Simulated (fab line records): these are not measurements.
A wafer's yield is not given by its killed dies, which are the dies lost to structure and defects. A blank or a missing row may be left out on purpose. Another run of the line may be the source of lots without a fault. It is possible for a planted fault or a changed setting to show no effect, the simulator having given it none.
A struck lot beside a sound one    flow n5-finfet    39 out of 1938 route steps
Sound: these wafers, L831.1, L831.4, L831.6. The struck wafers were L838.2, L838.3, L838.6. The cause is given at the end.
Per side, at each step with rows, come the tool, then ch with its chambers, and then its first start. Under that, the readings that differ: sound wafers    struck wafers    difference of the means    sigmas: that difference in standard deviations of wafers without a fault.
alike: same words and numbers on both sides, and readings whose means sit less than 2 such deviations apart. not compared: any withheld reading, any reading some wafer has no value for, any bound like >300 that may hide the same value, and any number with overlapping values for which the record gives no deviation.
Wherever a step has rows on one side only, a row that says differs or no value, or a row with sigmas, the two part there. When numbers do not overlap yet have no deviation, they are printed without sigmas and do not part them. A reading that every wafer of one side lacks parts them only if that side has two wafers or more.

first, 11 steps without rows for these wafers: N5_BEOL_M0_SAQP_ETCH_102 (etches SiO2 in CF4, target depth 4 nm, time 4.4 s); N5_BEOL_M0_SAQP_MANDREL_ETCH_103 (etches a-Si in HBr/Cl2, stops on SiCN, target depth 45 nm, bt time 10 s, time 27 s); N5_BEOL_M0_SAQP_RECESS_104 (chemistry HF/NH3, target SiO2, target depth 18 nm, afs cycles 3, sublimation time 60 s); N5_BEOL_M0_SAQP_COAT_105 (time 60 s, resist thk 100 nm); N5_BEOL_M0_SAQP_ETCH_106 (etches SOC in N2/H2, stops on SiNx, target depth 150 nm); N5_BEOL_M0_SAQP_ETCH_107 (etches SiNx in CH3F/O2, target depth 30 nm); N5_BEOL_M0_SAQP_STRIP_108 (strips in N2/H2); N5_BEOL_M0_SAQP_RECESS_109 (chemistry HF/NH3, target SiO2, target depth 3 nm, afs cycles 1, sublimation time 60 s); N5_BEOL_M0_SAQP_SPACER2_ALD_26 (deposits SiO2, target thk 15 nm, pulse time 1 s, purge time 2 s); N5_BEOL_M0_SAQP_SPACER2_ETCHBACK_27 (etches SiO2 in CHF3/O2, target depth 22.5 nm, time 11.25 s); N5_BEOL_M0_SAQP_MANDREL2_REMOVE_110 (chemistry HBr/Cl2/O2, target a-Si, stops on SiCN, bt time 10 s).
N5_BEOL_M0_SAQP_COAT_69: time 60 s, resist thk 90 nm.
  sound on litho-track-05 ch 0, day 6 12:23; struck on litho-track-05 ch 0, day 8 04:25
reading                                        sound                 struck                difference  sigmas
spin-speed-rpm (rpm)                           1501.0 1501.3 1497.0  1616.2 1617.3 1616.7  +117.0      +99 or more
model.SOC_of_BEOL_M0_SAQP_COAT_69.thk-nm (nm)  90.4 90.2 90.2        87.4 87.4 87.6        -2.8        
then, 15 steps without rows for these wafers: N5_BEOL_M0_SAQP_COAT_72 (time 60 s, resist thk 15 nm); N5_BEOL_M0_SAQP_COAT_87 (time 60 s, resist thk 5 nm); N5_BEOL_M0_SAQP_COAT_34 (resist thk 30 nm); N5_BEOL_M0_SAQP_EBR_36; N5_BEOL_M0_SAQP_SOFTBAKE_35 (time 60 s); N5_BEOL_M0_SAQP_EXPOSE_37 (exposes mask M0 CUT1, target cd 30 nm); N5_BEOL_M0_SAQP_PEB_38 (peb time 60 s); N5_BEOL_M0_SAQP_DEVELOP_39 (develop time 30 s); N5_BEOL_M0_SAQP_DESCUM_45 (chemistry O2, time 7 s); N5_BEOL_M0_SAQP_ETCH_88 (etches underlayer in N2/H2, target depth 6.5 nm, time 5.2 s); N5_BEOL_M0_SAQP_ETCH_73 (etches SiARC in CF4, target depth 19.5 nm, time 32.5 s); N5_BEOL_M0_SAQP_CUT_ETCH_46 (etches SOC in N2/H2, target depth 135 nm, overetch 27 nm, time 202.5 s); N5_BEOL_M0_SAQP_STRIP_74 (strips in N2/H2); N5_BEOL_M0_SAQP_STRIP_89 (strips in N2/H2); N5_BEOL_M0_SAQP_ALD_48 (deposits SiO2, target thk 20 nm, pulse time 1 s, co reactant pulse time 1 s).
N5_BEOL_M0_SAQP_ETCH_49: etches SiO2 in CF4/O2, target depth 37 nm.
  sound on rie-diel-05 ch 0,3, day 6 13:43; struck on rie-diel-05 ch 0,1, day 8 07:27
reading                                        sound           struck          difference  sigmas
model.SOC_of_BEOL_M0_SAQP_COAT_69.thk-nm (nm)  71.6 70.8 71.2  68.2 68.2 68.4  -2.9        
  alike: drypump-motor-current-A, oes_ar_750_au, oes-product-au, rf-vpp-V, showerhead-plenum-p-Torr, throttle-valve-pct
  not compared: rf-hours-counter-h
then, 8 steps without rows for these wafers: N5_BEOL_M0_SAQP_STRIP_75 (strips in CF4); N5_BEOL_M0_CUTY_COAT_50 (time 60 s, resist thk 15 nm); N5_BEOL_M0_CUTY_COAT_51 (resist thk 150 nm); N5_BEOL_M0_CUTY_EBR_52; N5_BEOL_M0_CUTY_SOFTBAKE_53 (time 60 s); N5_BEOL_M0_CUTY_EXPOSE_54 (exposes mask M0 ABLK); N5_BEOL_M0_CUTY_PEB_55 (peb time 60 s); N5_BEOL_M0_CUTY_DEVELOP_56 (develop time 30 s).
N5_BEOL_M0_CUTY_ETCH_63: etches SOC in N2/H2, target depth 82.7 nm, overetch 16.5 nm, time 124 s.
  sound on rie-diel-04 ch 1,2,3, day 6 14:29; struck on rie-diel-03 ch 0,2,3, day 8 08:13
reading                   sound             struck             difference  sigmas
model.etch.depth-nm (nm)  71.68 70.83 71.2  68.29 68.16 68.34  -2.97       
  alike: drypump-motor-current-A, oes-product-au, rf-vpp-V, showerhead-plenum-p-Torr, throttle-valve-pct
  not compared: rf-hours-counter-h
-- the record jumps here: 5 days lie between the struck wafers' starts before and after (it left off in module BEOL_M0_CUTY and takes up again in module BEOL_M4, whose first step shown is number 1111 of the route) --
N5_BEOL_M4_RC_MEAS_101:
  sound on prober-01 ch 0, day 11 19:55; struck on prober-01 ch 0, day 13 16:00
  alike: DIBL_N, DIBL_P, IOFF_N, IOFF_P, ION_N, ION_P, SS_N, SS_P, VT_N, VT_P
-- here the record skips 5 days between the struck wafers' starts before and after, leaving off in module BEOL_M4 and picking up in module PASSIVATION (first step shown: number 1936 of the route) --
N5_PASSIVATION_PROBE_49:
  sound on prober-02 at day 16 08:26; struck on prober-01 at day 19 03:35
  alike: defect-limited-yield, killed_at_M0_to_M3, killed_at_M4_up, killed-at-contacts, killed-at-front-end, killed-at-other, killed-dies, killed-open, killed-short, sort_bin_4_leakage, sort_bin_5_function, sort_bin_6_memory, sort-n-pass, sort-yield-pct

== WHERE THEY PART ==
Within this record, at N5_BEOL_M0_SAQP_COAT_69 only. Later steps at which nothing parts them and some readings are alike: N5_BEOL_M0_SAQP_ETCH_49, N5_BEOL_M0_CUTY_ETCH_63, N5_BEOL_M4_RC_MEAS_101, N5_PASSIVATION_PROBE_49.

WHY: what the simulator had put in
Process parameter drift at N5_BEOL_M0_SAQP_COAT_69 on litho-track-05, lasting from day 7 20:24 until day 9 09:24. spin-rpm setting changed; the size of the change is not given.
